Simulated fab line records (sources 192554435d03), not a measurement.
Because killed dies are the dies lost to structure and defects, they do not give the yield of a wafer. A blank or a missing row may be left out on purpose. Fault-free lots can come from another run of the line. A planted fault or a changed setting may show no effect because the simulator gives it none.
Matching of chambers / flow n5Finfet / 4 sister chambers for N5_BEOL_M3_DESCUM_16 on rieDiel-01
The step chemistry O2, time 7 s. 16 wafers are shown with their chamber, then 8 later ones without.

## WAFERS WITH THEIR CHAMBER
wafer=L074.1; chamber=2; showerheadPlenumPTorr (Torr)=2.05; throttleValvePct (%)=20.27; oesProductAu (a.u.)=0.92
wafer=L074.3; chamber=0; showerheadPlenumPTorr (Torr)=2.11; throttleValvePct (%)=20.65; oesProductAu (a.u.)=0.75
wafer=L074.6; chamber=3; showerheadPlenumPTorr (Torr)=1.99; throttleValvePct (%)=20.11; oesProductAu (a.u.)=0.76
wafer=L077.2; chamber=0; showerheadPlenumPTorr (Torr)=2.11; throttleValvePct (%)=20.67; oesProductAu (a.u.)=0.75
wafer=L077.3; chamber=1; showerheadPlenumPTorr (Torr)=1.97; throttleValvePct (%)=20.47; oesProductAu (a.u.)=0.66
wafer=L077.6; chamber=1; showerheadPlenumPTorr (Torr)=1.97; throttleValvePct (%)=20.46; oesProductAu (a.u.)=0.67
wafer=L083.2; chamber=3; showerheadPlenumPTorr (Torr)=1.99; throttleValvePct (%)=20.15; oesProductAu (a.u.)=0.76
wafer=L083.3; chamber=0; showerheadPlenumPTorr (Torr)=2.11; throttleValvePct (%)=20.70; oesProductAu (a.u.)=0.73
wafer=L083.5; chamber=2; showerheadPlenumPTorr (Torr)=2.04; throttleValvePct (%)=20.28; oesProductAu (a.u.)=0.88
wafer=L084.2; chamber=0; showerheadPlenumPTorr (Torr)=2.11; throttleValvePct (%)=20.70; oesProductAu (a.u.)=0.74
wafer=L084.3; chamber=1; showerheadPlenumPTorr (Torr)=1.97; throttleValvePct (%)=20.48; oesProductAu (a.u.)=0.66
wafer=L084.5; chamber=0; showerheadPlenumPTorr (Torr)=2.11; throttleValvePct (%)=20.70; oesProductAu (a.u.)=0.73
wafer=L086.2; chamber=3; showerheadPlenumPTorr (Torr)=1.98; throttleValvePct (%)=20.16; oesProductAu (a.u.)=0.74
wafer=L086.3; chamber=2; showerheadPlenumPTorr (Torr)=2.04; throttleValvePct (%)=20.30; oesProductAu (a.u.)=0.86
wafer=L086.6; chamber=2; showerheadPlenumPTorr (Torr)=2.04; throttleValvePct (%)=20.29; oesProductAu (a.u.)=0.86
wafer=L088.4; chamber=3; showerheadPlenumPTorr (Torr)=1.98; throttleValvePct (%)=20.14; oesProductAu (a.u.)=0.74

SIGNATURES (means of the wafers above)
reading=showerheadPlenumPTorr; chamber 0=2.1100; chamber 1=1.9700; chamber 2=2.0425; chamber 3=1.9850; scatter within a chamber=0.00382
reading=throttleValvePct; chamber 0=20.6840; chamber 1=20.4700; chamber 2=20.2850; chamber 3=20.1400; scatter within a chamber=0.0188
reading=oesProductAu; chamber 0=0.7400; chamber 1=0.6633; chamber 2=0.8800; chamber 3=0.7500; scatter within a chamber=0.0165
Rule: distance of a wafer from a chamber = root of the sum over the readings of ((wafer's reading minus chamber's mean) / reading's scatter) squared. If the next closest chamber is less than 2 further off than the closest, the wafer can't be placed; otherwise it belongs to the closest. How the scatter is found: for the shown wafers, subtract from each reading the mean of its chamber, square and add these, divide the total by (wafers less chambers), then take the root.

## WAFERS WHOSE CHAMBER IS MISSING
wafer=L088.5; showerheadPlenumPTorr (Torr)=2.10; throttleValvePct (%)=20.70; oesProductAu (a.u.)=0.72
wafer=L088.6; showerheadPlenumPTorr (Torr)=1.96; throttleValvePct (%)=20.50; oesProductAu (a.u.)=0.65
wafer=L093.2; showerheadPlenumPTorr (Torr)=2.10; throttleValvePct (%)=20.73; oesProductAu (a.u.)=0.72
wafer=L093.4; showerheadPlenumPTorr (Torr)=2.04; throttleValvePct (%)=20.31; oesProductAu (a.u.)=0.86
wafer=L093.5; showerheadPlenumPTorr (Torr)=2.23; throttleValvePct (%)=20.06; oesProductAu (a.u.)=0.98
wafer=L097.3; showerheadPlenumPTorr (Torr)=2.22; throttleValvePct (%)=20.10; oesProductAu (a.u.)=0.94
wafer=L097.4; showerheadPlenumPTorr (Torr)=1.98; throttleValvePct (%)=20.17; oesProductAu (a.u.)=0.74
wafer=L097.5; showerheadPlenumPTorr (Torr)=1.98; throttleValvePct (%)=20.17; oesProductAu (a.u.)=0.73

## WHICH CHAMBER EACH WENT THROUGH
wafer=L088.5; from the rows above=0; in truth=0
wafer=L088.6; from the rows above=1; in truth=1
wafer=L093.2; from the rows above=0; in truth=0
wafer=L093.4; from the rows above=2; in truth=2
wafer=L093.5; from the rows above=0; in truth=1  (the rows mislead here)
wafer=L097.3; from the rows above=0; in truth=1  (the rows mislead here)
wafer=L097.4; from the rows above=3; in truth=3
wafer=L097.5; from the rows above=3; in truth=3
Correct placement for 6 of the 8. Can't be placed from these rows: 0. Placed wrongly: 2.
